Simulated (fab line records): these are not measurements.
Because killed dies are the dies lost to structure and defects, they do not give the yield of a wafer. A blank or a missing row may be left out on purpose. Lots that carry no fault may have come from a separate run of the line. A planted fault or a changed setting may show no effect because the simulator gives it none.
fab line records	flow n5-finfet
record: lots: 8	wafers: 24	last-day: 17
route steps=1938 shown BEOL_M0@722 BEOL_M4@1111 PASSIVATION@1936
lots untouched by any fault: they come from a run of this same line in which no faults occurred
start-h: the number of hours between the record's first day and the start of the first shown wafer of the lot	wait-h: hours elapsed since this lot's preceding step	" repeats the value in the row above	L1.1+2: a row that stands for several wafers	- either no value or no given start	* or withheld: withheld	< > ~ a bound
route shown NAME@n: names a module that has steps shown in the file, with the first one's number in the route	usual: mean/standard deviation of fault-free wafers	same: alike in all rows	chamber/n: place in a boat	sites: each site's reading	_std_site: the standard deviation of these	_edge_site: inner sites' mean taken away from outer sites' mean	radius-mm: for every site, how far away it sits from the centre of the wafer	mask NAME#n: copy n	behind: the tool/chamber that last shaped the wafer	hold: the reason the lot was held/the length of the hold in hours/how it ended	device: names the non-switching transistor (n, p or np)	end of line: the tests these same wafers got at the end of their route	step lacking rows: just its recipe	killed: at the first sort, the dies lost to defects and structure; wafer yield is something else	map: a wafer's dies, x killed, . not, _ none there
set.NAME: setting as actually run; set.NAME@STEP: the setting as run at that earlier step	model.NAME: the simulator's own value behind a step, which no gauge read
the route's steps for a sample of lots (tables are steps, rows are wafers)
services: a tool's chamber out of use, with start hour (start-h, from the record's first day; less than 0 if before it), hours out, and reason
== steps ==
step: N5_BEOL_M0_STRIP_142
recipe: chemistry: N2/H2	time-s: 10	power-w: 450	temp-c: 40	pressure-mtorr: 20	rf-frequency-hz: 6e+07	bias-power-w: 7	n2-flow-sccm: 200	h2-flow-sccm: 200
usual: chamber-pressure-mTorr: 20.000/0.02	drypump-motor-current-A: 5.7/0.41	n2-flow-sccm: 200.0/0.59	oes-product-au: 0.78/0.1	rf-vpp-V: 59.1/0.88	showerhead-plenum-p-Torr: 2.54/0.11	throttle-valve-pct: 23.7/0.36
lot.wafer	tool	chamber	start-h	wait-h	chamber-pressure-mTorr	drypump-motor-current-A	n2-flow-sccm	oes-product-au	rf-hours-counter-h	rf-vpp-V	showerhead-plenum-p-Torr	throttle-valve-pct
L662.2	rie-diel-02	0	137.05	0.0	19.990	6.1	199.4	0.70	195	58.7	2.43	23.5
L662.3	"	2	"	"	20.007	5.5	200.2	0.70	223	59.2	2.52	24.0
L662.4	"	0	"	"	19.983	6.1	199.9	0.69	-	57.8	2.43	23.5
L664.1	rie-diel-02	0	146.15	0.0	19.976	6.1	199.9	0.69	199	58.7	2.43	23.5
L664.4	"	0	"	"	19.983	6.1	199.7	0.69	-	57.5	2.43	23.5
L664.6	"	3	"	"	19.998	6.6	199.4	0.70	-	59.4	2.53	23.8
L665.1	rie-diel-04	0	152.69	0.0	19.999	5.6	200.0	0.90	38	59.7	2.72	23.8
L665.2	"	1	"	"	19.976	5.5	199.5	0.69	214	58.9	2.63	23.5
L665.3	"	2	"	"	20.008	5.3	200.4	0.68	228	60.1	2.53	24.3
L666.2	rie-diel-04	3	157.67	0.0	19.990	6.0	199.7	1.00	1	59.4	2.47	23.1
L666.4	"	2	"	"	19.983	5.3	199.9	0.69	231	59.1	2.53	24.3
L666.6	"	2	"	"	20.005	5.3	199.4	0.69	-	58.9	2.53	24.3
L667.2	rie-diel-04	0	168.31	0.0	19.962	5.6	199.6	0.88	46	60.0	2.72	23.8
L667.3	"	2	"	"	19.980	5.3	199.4	0.68	236	59.5	2.53	24.3
L667.6	"	3	"	"	19.978	6.0	199.9	0.98	-	58.9	2.47	23.1
L676.3	rie-diel-02	3	215.26	0.0	20.034	6.5	198.7	0.68	222	58.3	2.52	23.8
L676.4	"	1	"	"	20.001	5.9	200.0	0.91	-	60.5	2.61	23.7
L676.6	"	3	"	"	19.983	6.5	198.9	0.67	-	60.9	2.52	23.8
L677.2	rie-diel-05	1	232.83	0.0	20.011	6.1	199.7	0.74	178	59.7	2.63	23.7
L677.4	"	3	"	"	19.980	5.5	200.0	0.88	36	59.2	2.49	24.1
L677.6	"	0	"	"	20.035	5.1	199.8	0.91	-	60.2	2.61	23.1
L680.3	rie-diel-05	3	250.03	0.0	20.023	5.6	200.6	0.87	42	58.8	2.48	24.1
L680.5	"	0	"	"	19.996	5.1	199.9	0.90	-	60.7	2.60	23.1
L680.6	"	3	"	"	19.993	5.5	200.1	0.87	-	59.1	2.48	24.1
step: N5_BEOL_M0_ETCH_109
recipe: chemistry: CH3F/O2	target-depth-a: 80	overetch-a: 24	target: SiCN	time-s: 27.4	ion-energy-ev: 120	pressure-mtorr: 30	source-w: 395	bias-w: 75	Ar_flow_sccm: 150	CH3F_flow_sccm: 30	O2_flow_sccm: 20
usual: chamber-pressure-mTorr: 29.999/0.026	drypump-motor-current-A: 5.7/0.42	oes-product-au: 0.68/0.09	rf-vpp-V: 297.2/1.7	showerhead-plenum-p-Torr: 1.99/0.079	throttle-valve-pct: 16.21/0.22
lot.wafer	tool	chamber	start-h	wait-h	chamber-pressure-mTorr	drypump-motor-current-A	oes-product-au	rf-hours-counter-h	rf-vpp-V	showerhead-plenum-p-Torr	throttle-valve-pct
L662.2	rie-diel-02	2	137.24	0.0	30.036	5.6	0.60	224	296.7	1.97	16.49
L662.3	"	3	"	"	29.961	6.5	0.61	195	296.3	2.00	16.18
L662.4	"	0	"	"	29.979	6.1	0.61	-	294.4	1.92	16.24
L664.1	rie-diel-02	3	146.35	0.0	29.970	6.6	0.59	199	297.7	2.00	16.19
L664.4	"	0	"	"	29.989	6.2	0.61	-	295.0	1.91	16.21
L664.6	"	3	"	"	30.013	6.6	0.61	-	297.5	2.00	16.20
L665.1	rie-diel-04	0	152.88	0.0	30.011	5.6	0.74	38	301.5	2.12	16.19
L665.2	"	2	"	"	29.994	5.3	0.59	228	296.0	1.97	16.56
L665.3	"	1	"	"	29.997	5.5	0.60	214	298.3	2.07	16.19
L666.2	rie-diel-05	0	158.41	0.6	29.952	5.1	0.83	1	298.3	2.07	15.83
L666.4	"	3	"	"	30.014	5.6	0.80	15	296.3	1.98	16.41
L666.6	"	0	"	"	29.991	5.1	0.84	-	298.5	2.07	15.84
L667.2	rie-diel-02	2	168.50	0.0	29.989	5.6	0.60	237	296.8	1.96	16.50
L667.3	"	0	"	"	30.006	6.1	0.59	208	296.1	1.91	16.27
L667.6	"	1	"	"	30.017	5.9	0.83	-	297.5	2.04	15.83
L676.3	rie-diel-05	2	215.80	0.4	30.007	5.4	0.63	188	294.2	1.81	16.19
L676.4	"	1	"	"	30.017	6.1	0.65	172	298.8	2.07	16.39
L676.6	"	3	"	"	30.016	5.5	0.77	-	296.1	1.97	16.46
L677.2	rie-diel-05	0	233.52	0.5	29.996	5.1	0.75	29	298.7	2.06	15.90
L677.4	"	3	"	"	30.011	5.6	0.77	36	296.2	1.97	16.45
L677.6	"	3	"	"	29.973	5.5	0.75	-	297.2	1.97	16.46
L680.3	rie-diel-02	3	250.22	0.0	29.990	6.6	0.59	233	295.6	1.99	16.26
L680.5	"	2	"	"	30.014	5.6	0.80	-	295.3	1.96	16.04
L680.6	"	1	"	"	29.981	5.9	0.75	-	298.3	2.03	15.87
step: N5_BEOL_M0_ANNEAL_133
recipe: temp-c: 400	time-s: 60	ambient: vacuum
usual: heater-power-w: 837/87	susceptor-temp-C: 399.99/0.25
lot.wafer	tool	chamber	start-h	wait-h	heater-power-w	susceptor-temp-C
L662.2	pvd-sputter-01	-	138.85	0.0	769	399.56
L662.3	"	-	"	"	778	399.79
L662.4	"	-	"	"	584	400.10
L664.1	pvd-sputter-03	-	148.50	0.0	746	400.20
L664.4	"	-	"	"	849	400.22
L664.6	"	-	"	"	837	400.29
L665.1	pvd-sputter-02	-	154.70	0.0	905	399.74
L665.2	"	-	"	"	840	399.83
L665.3	"	-	"	"	935	399.53
L666.2	pvd-sputter-03	-	160.38	0.0	849	399.99
L666.4	"	-	"	"	762	399.89
L666.6	"	-	"	"	781	399.77
L667.2	pvd-sputter-01	-	170.39	0.0	594	400.16
L667.3	"	-	"	"	816	399.88
L667.6	"	-	"	"	586	400.11
L676.3	pvd-sputter-01	-	216.96	0.0	777	400.38
L676.4	"	-	"	"	610	399.69
L676.6	"	-	"	"	817	400.04
L677.2	pvd-sputter-03	-	235.87	0.0	890	399.71
L677.4	"	-	"	"	759	399.20
L677.6	"	-	"	"	849	399.79
L680.3	pvd-sputter-02	-	251.54	0.0	857	400.16
L680.5	"	-	"	"	950	400.20
L680.6	"	-	"	"	874	400.53
step: N5_BEOL_M0_ANNEAL_119
recipe: temp-c: 225	time-s: 90	ambient: N2
usual: anneal-temp-c: 224.99/0.18	anneal-temp-c-max: 225.88/0.26	wafer_temp_C_max: 226.03/0.25
lot.wafer	tool	chamber	start-h	wait-h	anneal-temp-c	anneal-temp-c-max	wafer_temp_C_max
L662.2	rtp-anneal-01	0	139.26	0.1	224.76	225.53	225.75
L662.3	"	0	"	"	224.78	225.45	225.81
L662.4	"	0	"	"	224.96	225.75	225.68
L664.1	rtp-anneal-01	0	148.85	0.1	225.05	225.82	226.08
L664.4	"	0	"	"	225.04	225.68	226.08
L664.6	"	0	"	"	225.07	225.67	226.16
L665.1	rtp-anneal-02	-	155.65	0.7	-	-	-
L665.2	"	-	"	"	-	-	-
L665.3	"	-	"	"	-	-	-
L666.2	rtp-anneal-02	-	160.78	0.1	-	-	-
L666.4	"	-	"	"	-	-	-
L666.6	"	-	"	"	-	-	-
L667.2	rtp-anneal-01	-	170.85	0.2	-	-	-
L667.3	"	-	"	"	-	-	-
L667.6	"	-	"	"	-	-	-
L676.3	rtp-anneal-01	0	217.44	0.2	224.79	225.63	226.04
L676.4	"	0	"	"	224.91	225.90	226.07
L676.6	"	0	"	"	224.96	225.88	226.17
L677.2	rtp-anneal-01	0	236.92	0.8	224.88	225.77	226.07
L677.4	"	0	"	"	225.31	226.19	226.14
L677.6	"	0	"	"	224.87	225.47	225.71
L680.3	rtp-anneal-01	0	252.38	0.5	224.80	225.32	225.94
L680.5	"	0	"	"	224.92	225.79	226.01
L680.6	"	0	"	"	224.97	225.74	226.20
step: N5_BEOL_M0_CMP_120
recipe: stop-on: SiOC	t-overpolish-s: 6.9	down-force-psi: 1	platen-rpm: 50	clearing-platen-down-force-psi: 1.5	clearing-platen-rpm: 50	post-cmp-clean: cu-alkaline	clearing-platen-pad-velocity-m-s: 0.99484	pad-velocity-m-s: 0.99484
usual: barrier-field-endpoint-s: 3.62/0.15	motor-current-A: 6.2/0.56	overpolish-run-s: 6.900/0.0088	time-to-endpoint-s: 62/4.4
lot.wafer	tool	chamber	start-h	wait-h	barrier-field-endpoint-s	motor-current-A	overpolish-run-s	time-to-endpoint-s
L662.4	cmp-03	3	139.55	0.2	3.53	6.1	6.897	65
L662.2	"	0	"	"	3.64	6.0	6.895	58
L662.3	"	1	"	"	3.53	6.6	6.914	62
L664.4	cmp-04	0	149.15	0.1	3.85	6.5	6.900	69
L664.1	"	3	"	"	3.57	5.6	6.909	56
L664.6	"	0	"	"	3.71	6.3	6.893	68
L665.1	cmp-01	3	155.94	0.3	4.32	6.7	6.886	81
L665.2	"	0	"	"	4.35	6.8	6.894	81
L665.3	"	1	"	"	3.93	5.1	6.897	82
L666.2	cmp-01	2	161.03	0.2	3.73	5.3	6.896	80
L666.4	"	1	"	"	3.78	5.5	6.915	81
L666.6	"	2	"	"	3.88	5.8	6.889	81
L667.2	cmp-01	1	171.14	0.2	3.94	5.4	6.907	81
L667.3	"	3	"	"	4.17	6.5	6.896	81
L667.6	"	0	"	"	4.06	7.0	6.891	81
L676.4	cmp-01	3	217.74	0.2	3.35	6.3	6.896	64
L676.3	"	0	"	"	3.70	6.8	6.896	69
L676.6	"	2	"	"	3.62	5.6	6.903	60
L677.4	cmp-04	0	237.17	0.1	3.58	6.5	6.904	61
L677.2	"	2	"	"	3.51	5.5	6.901	57
L677.6	"	1	"	"	3.65	6.1	6.896	59
L680.3	cmp-01	0	252.82	0.3	3.83	6.6	6.905	70
L680.6	"	3	"	"	3.76	6.4	6.908	65
L680.5	"	0	"	"	3.81	7.0	6.896	66
step: N5_BEOL_M4_RC_MEAS_101
usual: DIBL_N: 36.4/2	DIBL_P: 36.1/2.5	IOFF_N: 0.16/0.037	IOFF_P: 0.20/0.038	ION_N: 670/13	ION_P: 459/8.3	SS_N: 71.6/0.69	SS_P: 73.3/0.72	VT_N: 250/3.4	VT_P: -251/3.1
lot.wafer	tool	chamber	start-h	wait-h	DIBL_N[mV/V]	DIBL_P[mV/V]	IOFF_N[nA/um]	IOFF_P[nA/um]	ION_N[uA/um]	ION_P[uA/um]	SS_N[mV/dec]	SS_P[mV/dec]	VT_N[mV]	VT_P[mV]
L662.2	prober-01	0	179.75	0.2	34.5	33.9	0.12	0.16	665	454	71.7	72.6	255	-255
L662.3	"	0	"	"	36.0	36.7	0.16	0.21	681	467	72.5	72.8	247	-249
L662.4	"	0	"	"	32.3	32.2	0.10	0.14	654	457	70.5	71.8	256	-255
L664.1	prober-01	0	195.74	0.0	34.9	34.7	0.13	0.16	665	454	70.6	72.8	255	-254
L664.4	"	0	"	"	39.3	39.6	0.22	0.25	680	461	72.3	73.9	249	-249
L664.6	"	0	"	"	35.5	34.9	0.14	0.16	663	449	71.7	73.0	251	-255
L676.3	prober-02	0	271.31	0.3	37.8	36.1	0.15	0.22	676	467	72.1	73.2	249	-249
L676.4	"	0	"	"	38.4	36.1	0.17	0.22	679	465	72.0	73.1	250	-248
L676.6	"	0	"	"	37.0	35.6	0.15	0.22	685	476	71.7	73.2	249	-250
L677.2	prober-01	0	290.48	0.2	37.0	39.0	0.17	0.27	674	469	71.6	73.9	252	-246
L677.4	"	0	"	"	35.0	34.6	0.12	0.20	654	461	71.4	72.7	254	-250
L677.6	"	0	"	"	35.4	36.6	0.13	0.22	661	467	71.2	73.8	253	-247
L680.3	prober-02	0	300.32	0.3	35.4	36.3	0.14	0.18	678	464	70.8	73.9	252	-254
L680.5	"	0	"	"	37.1	36.9	0.15	0.18	657	441	71.9	73.3	253	-256
L680.6	"	0	"	"	35.8	36.5	0.14	0.18	663	458	71.3	73.5	250	-256
step: N5_PASSIVATION_PROBE_49
usual: defect-limited-yield: 91.2/1.6	killed_at_M0_to_M3: 34/11	killed_at_M4_up: 13/5.2	killed-at-contacts: 13/6.3	killed-at-front-end: 40/14	killed-at-other: 3.2/2.4	killed-dies: 104/19	killed-on-rim: 14/4.2	killed-open: 69/14	killed-short: 32/7.5	sort_bin_5_function: 5.3/1.1	sort_bin_6_memory: 3.2/0.73	sort-n-pass: 1076/19	sort-yield-pct: 91.2/1.6
same: gross-dies: 1180	killed-at-back-side: 0	sort_bin_4_leakage[%]: 0	sort_bin_8_speed[%]: 0
lot.wafer	tool	chamber	start-h	wait-h	defect-limited-yield[%]	killed_at_M0_to_M3	killed_at_M4_up	killed-at-contacts	killed-at-front-end	killed-at-other	killed-dies	killed-on-rim	killed-open	killed-short	sort_bin_5_function[%]	sort_bin_6_memory[%]	sort-n-pass	sort-yield-pct[%]
L662.2	prober-01	-	287.47	0.1	90.9	32	14	17	42	2	107	12	73	34	5.0	3.7	1073	90.9
L662.3	prober-01	-	287.52	0.1	90.8	43	18	21	26	1	109	13	79	29	5.3	3.7	1071	90.8
L662.4	prober-01	-	287.57	0.2	91.0	26	13	23	42	2	106	14	68	38	5.3	3.4	1074	91.0
L664.1	prober-02	-	292.63	0.0	90.6	38	7	9	49	8	111	14	74	36	5.7	3.3	1069	90.6
L664.4	prober-02	-	292.78	0.2	91.3	30	9	6	56	2	103	9	75	28	5.4	2.8	1077	91.3
L664.6	prober-02	-	292.88	0.3	91.6	29	20	2	47	1	99	9	69	23	4.7	3.5	1081	91.6
L666.2	prober-02	-	303.68	0.1	23.0	861	6	14	25	3	909	152	54	26	4.2	2.5	271	23.0
L666.4	prober-02	-	303.78	0.2	26.8	812	7	17	24	4	864	14	54	21	4.0	2.5	316	26.8
L666.6	prober-02	-	303.88	0.3	0	1092	13	26	43	6	1180	152	76	35	6.1	3.1	0	0
L665.1	prober-01	-	314.94	0.0	0	1113	11	12	32	12	1180	152	70	32	5.8	3.1	0	0
L665.2	prober-01	-	314.99	0.1	1.0	1117	13	13	22	3	1168	140	50	25	3.8	2.5	12	1.0
L665.3	prober-01	-	315.04	0.1	24.7	826	13	17	28	5	889	12	65	36	5.3	3.1	291	24.7
L667.2	prober-02	-	315.64	0.1	13.7	938	9	16	54	1	1018	14	74	30	5.1	3.1	162	13.7
L667.3	prober-02	-	315.69	0.1	9.8	1007	14	6	32	5	1064	152	66	28	4.8	2.8	116	9.8
L667.6	prober-02	-	315.84	0.3	0	1131	5	6	31	7	1180	152	66	23	4.2	3.1	0	0
L676.3	prober-01	-	369.46	0.1	91.4	28	17	16	39	2	102	16	62	37	5.3	3.1	1078	91.4
L676.4	prober-01	-	369.51	0.2	91.4	40	23	15	24	0	102	20	67	29	5.0	3.1	1078	91.4
L676.6	prober-01	-	369.61	0.3	90.9	39	15	16	32	5	107	12	61	40	5.2	3.5	1073	90.9
L677.2	prober-01	-	393.39	0.1	88.3	47	13	27	48	3	138	18	90	44	6.4	4.6	1042	88.3
L677.4	prober-01	-	393.49	0.2	92.8	21	12	18	31	3	85	13	49	27	4.7	1.8	1095	92.8
L677.6	prober-01	-	393.59	0.3	94.2	20	10	17	21	1	69	6	50	18	3.1	2.5	1111	94.2
L680.3	prober-02	-	406.53	0.1	90.3	29	18	4	58	6	115	19	73	36	5.0	4.2	1065	90.3
L680.5	prober-02	-	406.63	0.2	93.9	30	12	3	27	0	72	17	43	29	3.9	2.0	1108	93.9
L680.6	prober-02	-	406.68	0.3	92.1	30	5	13	41	4	93	11	59	34	4.6	3.0	1087	92.1
killed by level:class
L662.2 MOL_CONTACT_COAG:geometric-particle:open=12 BEOL_M2:geometric-particle:open=11 FIN_SAQP:geometric-particle:open=10 FIN_SAQP:geometric-particle:short=7 BEOL_M4:geometric-particle:open=6 BEOL_M0_SAQP:geometric-particle:open=6 STI_FIN_REVEAL:geometric-particle:open=5 MOL_CONTACT_COAG:geometric-particle:short=5
L662.3 MOL_CONTACT_COAG:geometric-particle:open=20 BEOL_M1:geometric-particle:open=12 BEOL_M0_SAQP:geometric-particle:open=12 BEOL_M0_SAQP:geometric-particle:short=8 STI_FIN_REVEAL:geometric-particle:open=5 BEOL_M4:geometric-particle:open=5 BEOL_M2:geometric-particle:open=4 FIN_SAQP:geometric-particle:short=3
L662.4 MOL_CONTACT_COAG:geometric-particle:open=20 FIN_SAQP:geometric-particle:open=8 BEOL_M2:geometric-particle:open=8 FIN_SAQP:geometric-particle:short=8 STI_FIN_REVEAL:geometric-particle:open=6 BEOL_M0_SAQP:geometric-particle:open=6 GATE_CUT:geometric-particle:short=5 STI_FIN_REVEAL:geometric-particle:short=4
L664.1 FIN_SAQP:geometric-particle:open=17 BEOL_M1:geometric-particle:open=9 BEOL_M3:geometric-particle:open=8 FIN_SAQP:geometric-particle:short=7 MOL_CONTACT_COAG:geometric-particle:open=6 STI_FIN_REVEAL:geometric-particle:open=5 BEOL_M0_SAQP:geometric-particle:short=5 BEOL_M0:geometric-particle:open=5
L664.4 FIN_SAQP:geometric-particle:open=13 FIN_SAQP:geometric-particle:short=10 STI_FIN_REVEAL:geometric-particle:open=9 BEOL_M1:geometric-particle:open=9 BEOL_M3:geometric-particle:open=7 BEOL_M0_SAQP:geometric-particle:open=7 MOL_CONTACT_COAG:geometric-particle:open=4 BEOL_M5:geometric-particle:open=4
L664.6 STI_FIN_REVEAL:geometric-particle:open=12 BEOL_M3:geometric-particle:open=10 FIN_SAQP:geometric-particle:open=9 FIN_SAQP:geometric-particle:short=7 STARTING-WAFER:geometric-particle:open=7 BEOL_M1:geometric-particle:open=6 BEOL_M2:geometric-particle:open=5 DUMMY_GATE:geometric-particle:open=3
L666.2 BEOL_M0:area-cmp=829 MOL_CONTACT_COAG:geometric-particle:open=12 STI_FIN_REVEAL:geometric-particle:open=9 BEOL_M0_SAQP:geometric-particle:open=9 BEOL_M0_SAQP:geometric-particle:short=8 BEOL_M3:geometric-particle:open=8 BEOL_M1:geometric-particle:open=3 STARTING-WAFER:geometric-particle:open=3
L666.4 BEOL_M0:area-cmp=786 MOL_CONTACT_COAG:geometric-particle:open=15 STI_FIN_REVEAL:geometric-particle:open=8 BEOL_M1:geometric-particle:open=6 BEOL_M2:geometric-particle:open=6 BEOL_M0_SAQP:geometric-particle:short=4 BEOL_M0_SAQP:geometric-particle:open=4 BEOL_M3:geometric-particle:open=4
L666.6 BEOL_M0:area-cmp=1069 STI_FIN_REVEAL:geometric-particle:open=19 MOL_CONTACT_COAG:geometric-particle:open=19 MOL_CONTACT_COAG:geometric-particle:short=7 STI_FIN_REVEAL:geometric-particle:short=6 BEOL_M0_SAQP:geometric-particle:short=5 SPACER0:geometric-particle:open=4 BEOL_M4:geometric-particle:open=4
L665.1 BEOL_M0:area-cmp=1072 STI_FIN_REVEAL:geometric-particle:open=10 MOL_CONTACT_COAG:geometric-particle:open=10 BEOL_M0_SAQP:geometric-particle:open=9 BEOL_M3:geometric-particle:open=9 BEOL_M2:geometric-particle:open=8 FIN_SAQP:geometric-particle:open=6 BEOL_M0_SAQP:geometric-particle:short=5
L665.2 BEOL_M0:area-cmp=1091 MOL_CONTACT_COAG:geometric-particle:open=10 BEOL_M2:geometric-particle:open=9 FIN_SAQP:geometric-particle:open=7 BEOL_M4:geometric-particle:short=6 BEOL_M0_SAQP:geometric-particle:open=4 DUMMY_GATE:geometric-particle:open=3 GATE_CUT:geometric-particle:open=3
L665.3 BEOL_M0:area-cmp=786 MOL_CONTACT_COAG:geometric-particle:open=14 BEOL_M0_SAQP:geometric-particle:short=13 STI_FIN_REVEAL:geometric-particle:open=8 BEOL_M2:geometric-particle:open=7 BEOL_M0_SAQP:geometric-particle:open=6 BEOL_M3:geometric-particle:open=5 BEOL_M5:geometric-particle:open=5
L667.2 BEOL_M0:area-cmp=914 MOL_CONTACT_COAG:geometric-particle:open=14 FIN_SAQP:geometric-particle:open=13 FIN_SAQP:geometric-particle:short=10 STI_FIN_REVEAL:geometric-particle:open=6 BEOL_M0:geometric-particle:open=6 ILD0:geometric-particle:short=5 GATE_CUT:geometric-particle:short=5
L667.3 BEOL_M0:area-cmp=970 BEOL_M2:geometric-particle:open=12 BEOL_M4:geometric-particle:open=10 DUMMY_GATE:geometric-particle:open=5 GATE_CUT:geometric-particle:short=5 GATE_CUT:geometric-particle:open=5 MOL_CONTACT_COAG:geometric-particle:open=5 BEOL_M0_SAQP:geometric-particle:short=5
L667.6 BEOL_M0:area-cmp=1090 BEOL_M1:geometric-particle:open=14 FIN_SAQP:geometric-particle:open=10 BEOL_M0_SAQP:geometric-particle:open=7 BEOL_M2:geometric-particle:open=6 FIN_SAQP:geometric-particle:short=5 DUMMY_GATE:geometric-particle:open=4 MOL_CONTACT_COAG:geometric-particle:open=4
L676.3 MOL_CONTACT_COAG:geometric-particle:open=12 BEOL_M4:geometric-particle:open=8 FIN_SAQP:geometric-particle:short=7 GATE_CUT:geometric-particle:short=7 DUMMY_GATE:geometric-particle:open=6 BEOL_M1:geometric-particle:open=6 BEOL_M5:geometric-particle:open=6 STI_FIN_REVEAL:geometric-particle:open=5
L676.4 BEOL_M2:geometric-particle:open=12 BEOL_M4:geometric-particle:open=11 MOL_CONTACT_COAG:geometric-particle:short=8 BEOL_M3:geometric-particle:open=8 FIN_SAQP:geometric-particle:open=6 MOL_CONTACT_COAG:geometric-particle:open=5 BEOL_M0_SAQP:geometric-particle:open=5 FIN_SAQP:geometric-particle:short=4
L676.6 MOL_CONTACT_COAG:geometric-particle:open=10 STI_FIN_REVEAL:geometric-particle:open=10 BEOL_M0_SAQP:geometric-particle:open=9 BEOL_M0_SAQP:geometric-particle:short=9 BEOL_M2:geometric-particle:short=8 MOL_CONTACT_COAG:geometric-particle:short=6 BEOL_M2:geometric-particle:open=6 GATE_CUT:geometric-particle:short=4
L677.2 MOL_CONTACT_COAG:geometric-particle:open=20 FIN_SAQP:geometric-particle:short=13 BEOL_M3:geometric-particle:open=11 FIN_SAQP:geometric-particle:open=8 STI_FIN_REVEAL:geometric-particle:open=7 MOL_CONTACT_COAG:geometric-particle:short=7 BEOL_M0_SAQP:geometric-particle:short=7 BEOL_M0_SAQP:geometric-particle:open=6
L677.4 MOL_CONTACT_COAG:geometric-particle:open=15 HKMG_FIN:area-etch=6 BEOL_M4:geometric-particle:open=5 DUMMY_GATE:geometric-particle:open=4 BEOL_M2:geometric-particle:short=4 BEOL_M3:geometric-particle:open=4 STI_FIN_REVEAL:geometric-particle:open=3 SDB:geometric-particle:short=3
L677.6 MOL_CONTACT_COAG:geometric-particle:open=13 BEOL_M1:geometric-particle:open=8 STI_FIN_REVEAL:geometric-particle:open=4 MOL_CONTACT_COAG:geometric-particle:short=4 BEOL_M0_SAQP:geometric-particle:open=4 FIN_SAQP:geometric-particle:open=3 GATE_CUT:geometric-particle:short=3 BEOL_M4:geometric-particle:open=3
L680.3 FIN_SAQP:geometric-particle:open=15 DUMMY_GATE:geometric-particle:open=12 BEOL_M3:geometric-particle:open=11 FIN_SAQP:geometric-particle:short=9 GATE_CUT:geometric-particle:short=6 MOL_CONTACT_COAG:geometric-particle:open=4 BEOL_M0_SAQP:geometric-particle:short=4 BEOL_M0_SAQP:geometric-particle:open=4
L680.5 BEOL_M3:geometric-particle:open=10 FIN_SAQP:geometric-particle:short=9 BEOL_M3:geometric-particle:short=6 FIN_SAQP:geometric-particle:open=5 BEOL_M0_SAQP:geometric-particle:short=5 STARTING-WAFER:geometric-particle:open=5 BEOL_M1:geometric-particle:open=4 MOL_CONTACT_COAG:geometric-particle:open=3
L680.6 MOL_CONTACT_COAG:geometric-particle:open=13 FIN_SAQP:geometric-particle:open=11 FIN_SAQP:geometric-particle:short=10 BEOL_M3:geometric-particle:open=7 GATE_CUT:geometric-particle:short=5 DUMMY_GATE:geometric-particle:open=4 BEOL_M1:geometric-particle:open=4 BEOL_M2:geometric-particle:open=4
== services ==
tool	chamber	start-h	hours	kind
cmp-03	-	120.98	2.5	repair
rie-diel-02	1	136.01	-	clean
rie-diel-02	1	136.01	-	consumable-replace:focus-ring
rie-diel-02	1	136.01	16.5	scheduled-down
rie-diel-02	1	136.01	16.5	vent-cycle
rie-diel-05	-	138.50	4.3	pm
rie-diel-04	3	143.18	13.8	repair
cmp-01	-	146.36	3.7	repair
rie-diel-05	-	164.14	0.3	repair
rie-diel-05	-	171.64	2.2	repair
rie-diel-02	3	173.21	5.4	repair
rie-diel-04	1	175.48	62.1	repair
cmp-01	-	183.00	2.6	repair
cmp-04	-	189.72	1.3	repair
cmp-03	-	192.55	7.1	pm
rie-diel-05	3	201.47	13.7	repair
rie-diel-02	2	205.13	-	clean
cmp-04	-	206.44	1.8	repair
cmp-03	-	209.25	4.0	pm
rie-diel-05	2	219.41	2.6	repair
cmp-03	-	230.23	0.5	repair
rie-diel-02	3	230.91	5.1	repair
cmp-04	-	243.09	7.8	pm
cmp-01	-	249.27	0.4	repair
== key ==
first-sign: step: N5_BEOL_M0_ANNEAL_119	reading: tool-record	direction: missing
effect: step: N5_BEOL_M0_CMP_120	reading: time-to-endpoint-s	direction: up	sigmas: 4.4	usual: *	struck: *
effect: step: N5_PASSIVATION_PROBE_49	reading: killed_at_M0_to_M3	direction: up	sigmas: 85	usual: 34	struck: 989
more-kills-born-at: N5_BEOL_M0_CMP_120@cmp-01: 8607
met-at N5_BEOL_M0_ANNEAL_119
struck-lots L665,L666,L667
later-rows-left-out L665.1,L665.2,L665.3,L666.2,L666.4,L666.6,L667.2,L667.3,L667.6
not-acting-at N5_BEOL_M0_STRIP_142,N5_BEOL_M0_ETCH_109,N5_BEOL_M0_ANNEAL_133
onset-between 148.85 155.65
fault: kind: skipped-step-whole	tool: rtp-anneal-01,rtp-anneal-02	chamber: -	onset-h: 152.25	steps: N5_BEOL_M0_ANNEAL_119	scope: struck-lots-only
later-rows-left-out: the simulator's readings of these wafers behind a module that went badly wrong aren't trusted and aren't shown, but for the sort
